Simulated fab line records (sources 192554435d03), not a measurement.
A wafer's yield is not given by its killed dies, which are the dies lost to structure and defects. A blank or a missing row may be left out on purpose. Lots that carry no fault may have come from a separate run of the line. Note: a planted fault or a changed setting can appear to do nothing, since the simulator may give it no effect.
fab line records || flow n5_finfet || part 2 of 2: steps 41 to 41 of 41
record {"lots": 5, "wafers": 13, "last_day": 17}
route steps=1938 shown BEOL_M2@922 BEOL_M3@931 BEOL_M4@1111 PASSIVATION@1936
lots that met no fault: from a run of the same line without faults
start_h: start of the lot's first displayed wafer, in hours after the record's first day || wait_h: time in hours since the lot's previous step || " unchanged from the row above || L1.1+2: a single row standing in for several wafers || - no value, or no start given || * or withheld: withheld || < > ~ a bound
route shown NAME@n: NAME is a module with steps in the file, n the number in the route of the first one || usual: mean/standard deviation taken from wafers without a fault || same: alike in all rows || chamber/n: place in a boat || sites: each site's reading || _std_site: the standard deviation of these || _edge_site: inner sites' mean taken away from outer sites' mean || radius_mm: how far each site lies from the wafer's centre || mask NAME#n: copy n || behind: the tool/chamber that last shaped the wafer || hold: cause of the lot's hold/its duration in hours/its outcome || device: which transistor (n, p or np) failed to switch || end of line: the tests these same wafers got at the end of their route || a step given without rows: its recipe and nothing more || killed: not the wafer's yield, but the dies lost to structure and defects at the first sort || map: the dies of a wafer, with x for killed, . for not killed, _ for no die there
set.NAME: the run value of the setting; set.NAME@STEP: its run value at that earlier step || model.NAME: the simulator's own value behind a step, which no gauge read
lots at some steps of the route; a table a step, a row a wafer
services: the hour from which a tool's chamber was out of use, counted from the record's first day as start_h (under 0 if before that day), plus the number of hours and why
## steps
# step N5_PASSIVATION_PROBE_49
# usual {"defect_limited_yield": "91.0/1.4", "killed_at_M0_to_M3": "35/10", "killed_at_M4_up": "13/6", "killed_at_contacts": "13/6.4", "killed_at_front_end": "42/12", "killed_at_other": "3.2/2.4", "killed_dies": "107/17", "killed_on_rim": "15/4.1", "killed_open": "69/13", "killed_short": "33/7.3", "sort_bin_5_function": "5.3/0.92", "sort_bin_6_memory": "3.3/0.66", "sort_n_pass": "1073/17", "sort_yield_pct": "90.9/1.4"}
# same {"gross_dies": 1180, "killed_at_back_side": 0, "sort_bin_4_leakage[%]": 0, "sort_bin_8_speed[%]": 0}
{"lot.wafer": "L980.3", "tool": "prober-02", "chamber": "-", "start_h": 278.66, "wait_h": 0.4, "defect_limited_yield[%]": 92.4, "killed_at_M0_to_M3": 38, "killed_at_M4_up": 7, "killed_at_contacts": 8, "killed_at_front_end": 31, "killed_at_other": 6, "killed_dies": 90, "killed_on_rim": 12, "killed_open": 49, "killed_short": 38, "sort_bin_5_function[%]": 5.0, "sort_bin_6_memory[%]": 2.4, "sort_n_pass": 1090, "sort_yield_pct[%]": 92.4}
{"lot.wafer": "L980.5", "tool": "prober-02", "chamber": "-", "start_h": 278.76, "wait_h": 0.5, "defect_limited_yield[%]": 90.3, "killed_at_M0_to_M3": 59, "killed_at_M4_up": 11, "killed_at_contacts": 18, "killed_at_front_end": 24, "killed_at_other": 3, "killed_dies": 115, "killed_on_rim": 18, "killed_open": 79, "killed_short": 34, "sort_bin_5_function[%]": 5.3, "sort_bin_6_memory[%]": 4.1, "sort_n_pass": 1065, "sort_yield_pct[%]": 90.3}
{"lot.wafer": "L980.6", "tool": "prober-02", "chamber": "-", "start_h": 278.81, "wait_h": 0.5, "defect_limited_yield[%]": 87.2, "killed_at_M0_to_M3": 54, "killed_at_M4_up": 11, "killed_at_contacts": 33, "killed_at_front_end": 48, "killed_at_other": 5, "killed_dies": 151, "killed_on_rim": 18, "killed_open": 98, "killed_short": 44, "sort_bin_5_function[%]": 6.2, "sort_bin_6_memory[%]": 5.7, "sort_n_pass": 1029, "sort_yield_pct[%]": 87.2}
{"lot.wafer": "L992.2", "tool": "prober-02", "chamber": "-", "start_h": 369.01, "wait_h": 0.1, "defect_limited_yield[%]": 0, "killed_at_M0_to_M3": 1126, "killed_at_M4_up": 10, "killed_at_contacts": 8, "killed_at_front_end": 28, "killed_at_other": 8, "killed_dies": 1180, "killed_on_rim": 152, "killed_open": 45, "killed_short": 33, "sort_bin_5_function[%]": 96.8, "sort_bin_6_memory[%]": 3.2, "sort_n_pass": 0, "sort_yield_pct[%]": 0}
{"lot.wafer": "L992.6", "tool": "prober-02", "chamber": "-", "start_h": 369.21, "wait_h": 0.3, "defect_limited_yield[%]": 92.3, "killed_at_M0_to_M3": 37, "killed_at_M4_up": 11, "killed_at_contacts": 6, "killed_at_front_end": 32, "killed_at_other": 5, "killed_dies": 91, "killed_on_rim": 7, "killed_open": 59, "killed_short": 28, "sort_bin_5_function[%]": 4.2, "sort_bin_6_memory[%]": 3.6, "sort_n_pass": 1089, "sort_yield_pct[%]": 92.3}
{"lot.wafer": "L994.2", "tool": "prober-01", "chamber": "-", "start_h": 369.01, "wait_h": 0.1, "defect_limited_yield[%]": 0, "killed_at_M0_to_M3": 1105, "killed_at_M4_up": 17, "killed_at_contacts": 20, "killed_at_front_end": 27, "killed_at_other": 11, "killed_dies": 1180, "killed_on_rim": 152, "killed_open": 83, "killed_short": 27, "sort_bin_5_function[%]": 95.6, "sort_bin_6_memory[%]": 4.0, "sort_n_pass": 0, "sort_yield_pct[%]": 0}
{"lot.wafer": "L994.4", "tool": "prober-01", "chamber": "-", "start_h": 369.11, "wait_h": 0.2, "defect_limited_yield[%]": 0, "killed_at_M0_to_M3": 1119, "killed_at_M4_up": 9, "killed_at_contacts": 9, "killed_at_front_end": 42, "killed_at_other": 1, "killed_dies": 1180, "killed_on_rim": 152, "killed_open": 78, "killed_short": 32, "sort_bin_5_function[%]": 96.3, "sort_bin_6_memory[%]": 3.5, "sort_n_pass": 0, "sort_yield_pct[%]": 0}
{"lot.wafer": "L994.5", "tool": "prober-01", "chamber": "-", "start_h": 369.16, "wait_h": 0.2, "defect_limited_yield[%]": 91.2, "killed_at_M0_to_M3": 42, "killed_at_M4_up": 11, "killed_at_contacts": 22, "killed_at_front_end": 27, "killed_at_other": 2, "killed_dies": 104, "killed_on_rim": 15, "killed_open": 61, "killed_short": 34, "sort_bin_5_function[%]": 5.0, "sort_bin_6_memory[%]": 3.2, "sort_n_pass": 1076, "sort_yield_pct[%]": 91.2}
{"lot.wafer": "L991.2", "tool": "prober-02", "chamber": "-", "start_h": 369.31, "wait_h": 0.4, "defect_limited_yield[%]": 90.8, "killed_at_M0_to_M3": 22, "killed_at_M4_up": 31, "killed_at_contacts": 14, "killed_at_front_end": 38, "killed_at_other": 4, "killed_dies": 109, "killed_on_rim": 10, "killed_open": 70, "killed_short": 33, "sort_bin_5_function[%]": 4.7, "sort_bin_6_memory[%]": 3.9, "sort_n_pass": 1071, "sort_yield_pct[%]": 90.8}
{"lot.wafer": "L991.5", "tool": "prober-02", "chamber": "-", "start_h": 369.46, "wait_h": 0.5, "defect_limited_yield[%]": 88.6, "killed_at_M0_to_M3": 37, "killed_at_M4_up": 27, "killed_at_contacts": 23, "killed_at_front_end": 42, "killed_at_other": 6, "killed_dies": 135, "killed_on_rim": 13, "killed_open": 91, "killed_short": 37, "sort_bin_5_function[%]": 6.4, "sort_bin_6_memory[%]": 4.5, "sort_n_pass": 1045, "sort_yield_pct[%]": 88.6}
{"lot.wafer": "L991.6", "tool": "prober-02", "chamber": "-", "start_h": 369.51, "wait_h": 0.6, "defect_limited_yield[%]": 92.2, "killed_at_M0_to_M3": 31, "killed_at_M4_up": 17, "killed_at_contacts": 8, "killed_at_front_end": 36, "killed_at_other": 0, "killed_dies": 92, "killed_on_rim": 11, "killed_open": 63, "killed_short": 25, "sort_bin_5_function[%]": 4.8, "sort_bin_6_memory[%]": 2.9, "sort_n_pass": 1088, "sort_yield_pct[%]": 92.2}
{"lot.wafer": "L998.1", "tool": "prober-01", "chamber": "-", "start_h": 398.27, "wait_h": 0.0, "defect_limited_yield[%]": 90.3, "killed_at_M0_to_M3": 40, "killed_at_M4_up": 12, "killed_at_contacts": 14, "killed_at_front_end": 47, "killed_at_other": 2, "killed_dies": 115, "killed_on_rim": 17, "killed_open": 68, "killed_short": 42, "sort_bin_5_function[%]": 5.6, "sort_bin_6_memory[%]": 3.6, "sort_n_pass": 1065, "sort_yield_pct[%]": 90.3}
{"lot.wafer": "L998.2", "tool": "prober-01", "chamber": "-", "start_h": 398.32, "wait_h": 0.1, "defect_limited_yield[%]": 0, "killed_at_M0_to_M3": 1106, "killed_at_M4_up": 12, "killed_at_contacts": 20, "killed_at_front_end": 37, "killed_at_other": 5, "killed_dies": 1180, "killed_on_rim": 152, "killed_open": 60, "killed_short": 27, "sort_bin_5_function[%]": 97.0, "sort_bin_6_memory[%]": 2.7, "sort_n_pass": 0, "sort_yield_pct[%]": 0}
# killed by level:class
L980.3 BEOL_M0_SAQP:geometric_particle:short=20 MOL_CONTACT_COAG:geometric_particle:open=8 FIN_SAQP:geometric_particle:open=4 DUMMY_GATE:geometric_particle:open=4 ILD0:geometric_particle:short=4 BEOL_M0_SAQP:geometric_particle:open=4 GATE_CUT:geometric_particle:short=4 BEOL_M3:geometric_particle:open=4
L980.5 BEOL_M2:geometric_particle:open=15 MOL_CONTACT_COAG:geometric_particle:open=12 BEOL_M0_SAQP:geometric_particle:open=11 BEOL_M0_SAQP:geometric_particle:short=10 BEOL_M4:geometric_particle:open=8 DUMMY_GATE:geometric_particle:open=7 BEOL_M1:geometric_particle:open=7 BEOL_M2:geometric_particle:short=6
L980.6 MOL_CONTACT_COAG:geometric_particle:open=24 BEOL_M1:geometric_particle:open=11 DUMMY_GATE:geometric_particle:open=10 BEOL_M3:geometric_particle:open=10 MOL_CONTACT_COAG:geometric_particle:short=9 BEOL_M0_SAQP:geometric_particle:open=9 BEOL_M0_SAQP:geometric_particle:short=8 BEOL_M3:geometric_particle:short=8
L992.2 BEOL_M3:area_open=1101 FIN_SAQP:geometric_particle:short=11 FIN_SAQP:geometric_particle:open=6 MOL_CONTACT_COAG:geometric_particle:open=6 BEOL_M3:geometric_particle:open=5 BEOL_M0_SAQP:geometric_particle:short=4 BEOL_M0_SAQP:geometric_particle:open=4 STARTING-WAFER:geometric_particle:open=4
L994.2 BEOL_M3:area_open=1068 MOL_CONTACT_COAG:geometric_particle:open=17 BEOL_M2:geometric_particle:open=14 BEOL_M3:geometric_particle:open=12 BEOL_M5:geometric_particle:open=6 FIN_SAQP:geometric_particle:open=4 DUMMY_GATE:geometric_particle:open=4 MIM_TOP:geometric_particle:open=4
L994.4 BEOL_M3:area_open=1070 BEOL_M2:geometric_particle:open=17 STI_FIN_REVEAL:geometric_particle:open=13 BEOL_M0_SAQP:geometric_particle:open=8 GATE_CUT:geometric_particle:short=7 BEOL_M0_SAQP:geometric_particle:short=7 MOL_CONTACT_COAG:geometric_particle:open=6 BEOL_M1:geometric_particle:open=6
L994.5 MOL_CONTACT_COAG:geometric_particle:open=13 BEOL_M0_SAQP:geometric_particle:open=13 BEOL_M2:geometric_particle:open=12 BEOL_M0_SAQP:geometric_particle:short=9 MOL_CONTACT_COAG:geometric_particle:short=7 HKMG_FIN:area_etch=6 GATE_CUT:geometric_particle:short=5 FIN_SAQP:geometric_particle:short=3
L992.6 FIN_SAQP:geometric_particle:short=11 BEOL_M1:geometric_particle:open=9 FIN_SAQP:geometric_particle:open=8 BEOL_M0_SAQP:geometric_particle:short=8 MOL_CONTACT_COAG:geometric_particle:open=5 BEOL_M0_SAQP:geometric_particle:open=4 BEOL_M2:geometric_particle:open=4 BEOL_M3:geometric_particle:open=4
L991.2 STI_FIN_REVEAL:geometric_particle:open=17 MOL_CONTACT_COAG:geometric_particle:open=12 BEOL_M4:geometric_particle:open=9 BEOL_M3:geometric_particle:short=6 STI_FIN_REVEAL:geometric_particle:short=5 BEOL_M3:geometric_particle:open=5 BEOL_M5:geometric_particle:open=4 BEOL_M6:geometric_particle:open=4
L991.5 STI_FIN_REVEAL:geometric_particle:open=22 MOL_CONTACT_COAG:geometric_particle:open=16 BEOL_M4:geometric_particle:open=12 BEOL_M0_SAQP:geometric_particle:open=10 FIN_SAQP:geometric_particle:short=7 MOL_CONTACT_COAG:geometric_particle:short=7 BEOL_M3:geometric_particle:open=7 BEOL_M4:geometric_particle:short=4
L991.6 STI_FIN_REVEAL:geometric_particle:open=13 BEOL_M4:geometric_particle:open=13 MOL_CONTACT_COAG:geometric_particle:open=7 BEOL_M2:geometric_particle:open=7 DUMMY_GATE:geometric_particle:open=5 BEOL_M0_SAQP:geometric_particle:open=5 BEOL_M1:geometric_particle:open=5 STI_FIN_REVEAL:geometric_particle:short=4
L998.1 MOL_CONTACT_COAG:geometric_particle:open=12 BEOL_M1:geometric_particle:open=12 FIN_SAQP:geometric_particle:short=11 FIN_SAQP:geometric_particle:open=10 STI_FIN_REVEAL:geometric_particle:open=8 BEOL_M1:geometric_particle:short=6 BEOL_M2:geometric_particle:open=6 BEOL_M0_SAQP:geometric_particle:short=5
L998.2 BEOL_M3:area_open=1093 MOL_CONTACT_COAG:geometric_particle:open=15 STI_FIN_REVEAL:geometric_particle:open=12 BEOL_M4:geometric_particle:open=9 STARTING-WAFER:geometric_particle:open=6 STI_FIN_REVEAL:geometric_particle:short=5 DUMMY_GATE:geometric_particle:short=5 MOL_CONTACT_COAG:geometric_particle:short=5
# map L992.2 (x killed, . not)
_________________xxxxxxxxxxxx________________
______________xxxxxxxxxxxxxxxxxx_____________
___________xxxxxxxxxxxxxxxxxxxxxxxx__________
__________xxxxxxxxxxxxxxxxxxxxxxxxxx_________
________xxxxxxxxxxxxxxxxxxxxxxxxxxxxxx_______
_______xxxxxxxxxxxxxxxxxxxxxxxxxxxxxxxx______
______xxxxxxxxxxxxxxxxxxxxxxxxxxxxxxxxxx_____
_____xxxxxxxxxxxxxxxxxxxxxxxxxxxxxxxxxxxx____
____xxxxxxxxxxxxxxxxxxxxxxxxxxxxxxxxxxxxxx___
___xxxxxxxxxxxxxxxxxxxxxxxxxxxxxxxxxxxxxxxx__
___xxxxxxxxxxxxxxxxxxxxxxxxxxxxxxxxxxxxxxxx__
__xxxxxxxxxxxxxxxxxxxxxxxxxxxxxxxxxxxxxxxxxx_
__xxxxxxxxxxxxxxxxxxxxxxxxxxxxxxxxxxxxxxxxxx_
_xxxxxxxxxxxxxxxxxxxxxxxxxxxxxxxxxxxxxxxxxxxx
_xxxxxxxxxxxxxxxxxxxxxxxxxxxxxxxxxxxxxxxxxxxx
_xxxxxxxxxxxxxxxxxxxxxxxxxxxxxxxxxxxxxxxxxxxx
_xxxxxxxxxxxxxxxxxxxxxxxxxxxxxxxxxxxxxxxxxxxx
_xxxxxxxxxxxxxxxxxxxxxxxxxxxxxxxxxxxxxxxxxxxx
_xxxxxxxxxxxxxxxxxxxxxxxxxxxxxxxxxxxxxxxxxxxx
_xxxxxxxxxxxxxxxxxxxxxxxxxxxxxxxxxxxxxxxxxxxx
_xxxxxxxxxxxxxxxxxxxxxxxxxxxxxxxxxxxxxxxxxxxx
__xxxxxxxxxxxxxxxxxxxxxxxxxxxxxxxxxxxxxxxxxx_
__xxxxxxxxxxxxxxxxxxxxxxxxxxxxxxxxxxxxxxxxxx_
___xxxxxxxxxxxxxxxxxxxxxxxxxxxxxxxxxxxxxxxx__
___xxxxxxxxxxxxxxxxxxxxxxxxxxxxxxxxxxxxxxxx__
____xxxxxxxxxxxxxxxxxxxxxxxxxxxxxxxxxxxxxx___
_____xxxxxxxxxxxxxxxxxxxxxxxxxxxxxxxxxxxx____
______xxxxxxxxxxxxxxxxxxxxxxxxxxxxxxxxxx_____
_______xxxxxxxxxxxxxxxxxxxxxxxxxxxxxxxx______
________xxxxxxxxxxxxxxxxxxxxxxxxxxxxxx_______
__________xxxxxxxxxxxxxxxxxxxxxxxxxx_________
___________xxxxxxxxxxxxxxxxxxxxxxxx__________
______________xxxxxxxxxxxxxxxxxx_____________
_________________xxxxxxxxxxxx________________
# map L994.2 (x killed, . not)
_________________xxxxxxxxxxxx________________
______________xxxxxxxxxxxxxxxxxx_____________
___________xxxxxxxxxxxxxxxxxxxxxxxx__________
__________xxxxxxxxxxxxxxxxxxxxxxxxxx_________
________xxxxxxxxxxxxxxxxxxxxxxxxxxxxxx_______
_______xxxxxxxxxxxxxxxxxxxxxxxxxxxxxxxx______
______xxxxxxxxxxxxxxxxxxxxxxxxxxxxxxxxxx_____
_____xxxxxxxxxxxxxxxxxxxxxxxxxxxxxxxxxxxx____
____xxxxxxxxxxxxxxxxxxxxxxxxxxxxxxxxxxxxxx___
___xxxxxxxxxxxxxxxxxxxxxxxxxxxxxxxxxxxxxxxx__
___xxxxxxxxxxxxxxxxxxxxxxxxxxxxxxxxxxxxxxxx__
__xxxxxxxxxxxxxxxxxxxxxxxxxxxxxxxxxxxxxxxxxx_
__xxxxxxxxxxxxxxxxxxxxxxxxxxxxxxxxxxxxxxxxxx_
_xxxxxxxxxxxxxxxxxxxxxxxxxxxxxxxxxxxxxxxxxxxx
_xxxxxxxxxxxxxxxxxxxxxxxxxxxxxxxxxxxxxxxxxxxx
_xxxxxxxxxxxxxxxxxxxxxxxxxxxxxxxxxxxxxxxxxxxx
_xxxxxxxxxxxxxxxxxxxxxxxxxxxxxxxxxxxxxxxxxxxx
_xxxxxxxxxxxxxxxxxxxxxxxxxxxxxxxxxxxxxxxxxxxx
_xxxxxxxxxxxxxxxxxxxxxxxxxxxxxxxxxxxxxxxxxxxx
_xxxxxxxxxxxxxxxxxxxxxxxxxxxxxxxxxxxxxxxxxxxx
_xxxxxxxxxxxxxxxxxxxxxxxxxxxxxxxxxxxxxxxxxxxx
__xxxxxxxxxxxxxxxxxxxxxxxxxxxxxxxxxxxxxxxxxx_
__xxxxxxxxxxxxxxxxxxxxxxxxxxxxxxxxxxxxxxxxxx_
___xxxxxxxxxxxxxxxxxxxxxxxxxxxxxxxxxxxxxxxx__
___xxxxxxxxxxxxxxxxxxxxxxxxxxxxxxxxxxxxxxxx__
____xxxxxxxxxxxxxxxxxxxxxxxxxxxxxxxxxxxxxx___
_____xxxxxxxxxxxxxxxxxxxxxxxxxxxxxxxxxxxx____
______xxxxxxxxxxxxxxxxxxxxxxxxxxxxxxxxxx_____
_______xxxxxxxxxxxxxxxxxxxxxxxxxxxxxxxx______
________xxxxxxxxxxxxxxxxxxxxxxxxxxxxxx_______
__________xxxxxxxxxxxxxxxxxxxxxxxxxx_________
___________xxxxxxxxxxxxxxxxxxxxxxxx__________
______________xxxxxxxxxxxxxxxxxx_____________
_________________xxxxxxxxxxxx________________
## services
{"tool": "rie_metal-03", "chamber": 0, "start_h": 158.61, "hours": 3.8, "kind": "repair"}
{"tool": "rie_diel-04", "chamber": 1, "start_h": 160.42, "hours": 8.4, "kind": "repair"}
{"tool": "rie_diel-04", "chamber": "-", "start_h": 161.90, "hours": 4.3, "kind": "pm"}
{"tool": "rie_metal-03", "chamber": 1, "start_h": 163.11, "hours": 14.1, "kind": "repair"}
{"tool": "rie_diel-01", "chamber": 0, "start_h": 169.35, "hours": "-", "kind": "clean"}
{"tool": "rie_diel-01", "chamber": 0, "start_h": 169.35, "hours": "-", "kind": "consumable_replace:focus_ring"}
{"tool": "rie_diel-01", "chamber": 0, "start_h": 169.35, "hours": 15.3, "kind": "scheduled_down"}
{"tool": "rie_diel-01", "chamber": 0, "start_h": 169.35, "hours": 15.3, "kind": "vent_cycle"}
{"tool": "rie_metal-01", "chamber": 1, "start_h": 172.73, "hours": "-", "kind": "clean"}
{"tool": "rie_metal-01", "chamber": 1, "start_h": 172.73, "hours": 24.4, "kind": "scheduled_down"}
{"tool": "rie_diel-04", "chamber": 2, "start_h": 186.18, "hours": 3.8, "kind": "repair"}
{"tool": "rie_metal-01", "chamber": "-", "start_h": 196.93, "hours": 28.1, "kind": "pm"}
{"tool": "rie_diel-05", "chamber": 1, "start_h": 199.14, "hours": 22.3, "kind": "repair"}
{"tool": "rie_metal-03", "chamber": 1, "start_h": 203.24, "hours": 1.1, "kind": "repair"}
{"tool": "rie_diel-04", "chamber": "-", "start_h": 219.11, "hours": 0.4, "kind": "repair"}
{"tool": "rie_metal-03", "chamber": 0, "start_h": 230.03, "hours": "-", "kind": "clean"}
{"tool": "rie_metal-03", "chamber": 0, "start_h": 230.03, "hours": 21.9, "kind": "scheduled_down"}
{"tool": "rie_metal-03", "chamber": 0, "start_h": 230.03, "hours": 21.9, "kind": "vent_cycle"}
{"tool": "rie_metal-03", "chamber": "-", "start_h": 250.51, "hours": 0.1, "kind": "repair"}
{"tool": "rie_diel-05", "chamber": 2, "start_h": 262.35, "hours": 13.6, "kind": "repair"}
{"tool": "rie_diel-01", "chamber": 2, "start_h": 275.85, "hours": "-", "kind": "clean"}
{"tool": "rie_diel-01", "chamber": 2, "start_h": 275.85, "hours": "-", "kind": "consumable_replace:focus_ring"}
{"tool": "rie_diel-01", "chamber": 2, "start_h": 275.85, "hours": 30.9, "kind": "scheduled_down"}
{"tool": "rie_diel-01", "chamber": 2, "start_h": 275.85, "hours": 30.9, "kind": "vent_cycle"}
## key
first_sign {"step": "N5_BEOL_M3_ETCHBACK_99", "reading": "oes_product_au", "direction": "down", "sigmas": 5.6, "usual": 0.76, "struck": 0.28}
effect {"step": "N5_BEOL_M3_ETCH_41", "reading": "oes_product_au", "direction": "down", "sigmas": 5.6, "usual": 0.76, "struck": 0.29}
effect {"step": "N5_BEOL_M3_OCD_MEAS_38", "reading": "trench_depth_nm", "direction": "missing"}
effect {"step": "N5_BEOL_M3_CD_MEAS_35", "reading": "cd_nm", "direction": "missing"}
effect {"step": "N5_PASSIVATION_PROBE_49", "reading": "killed_at_M0_to_M3", "direction": "up", "sigmas": "99+", "usual": 35, "struck": 1114}
model_effect {"step": "N5_BEOL_M3_HM_DEP_02", "value": "TiN_of_BEOL_M3_HM_DEP_02.thk_nm", "without": 20.05, "struck": 32.8}
model_effect {"step": "N5_BEOL_M3_HM_OPEN_17", "value": "etch.depth_nm", "without": 20.09, "struck": 26.05}
model_effect {"step": "N5_BEOL_M3_TRENCH_ETCH_37", "value": "TiN_of_BEOL_M3_HM_DEP_02.thk_nm", "without": 17.75, "struck": 30.55}
more_kills_born_at {"N5_BEOL_M3_HM_OPEN_17@rie_metal-03": 3231, "N5_BEOL_M3_HM_OPEN_17@rie_metal-01": 1101}
met_at N5_BEOL_M3_HM_DEP_02
struck_wafers L992.2,L994.2,L994.4,L998.2
later_rows_left_out L992.2,L994.2,L994.4,L998.2
onset_between 153.58 237.69
fault {"kind": "process_parameter_drift", "tool": "pvd_sputter-02", "chamber": "-", "onset_h": 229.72, "steps": "N5_BEOL_M3_HM_DEP_02", "channel": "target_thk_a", "offset": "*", "shape": "step", "end_h": 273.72, "scope": "struck_wafers_only", "acts_in": "*", "stated": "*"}
# later_rows_left_out: the simulator's readings of these wafers behind a module that went badly wrong aren't trusted and aren't shown, but for the sort
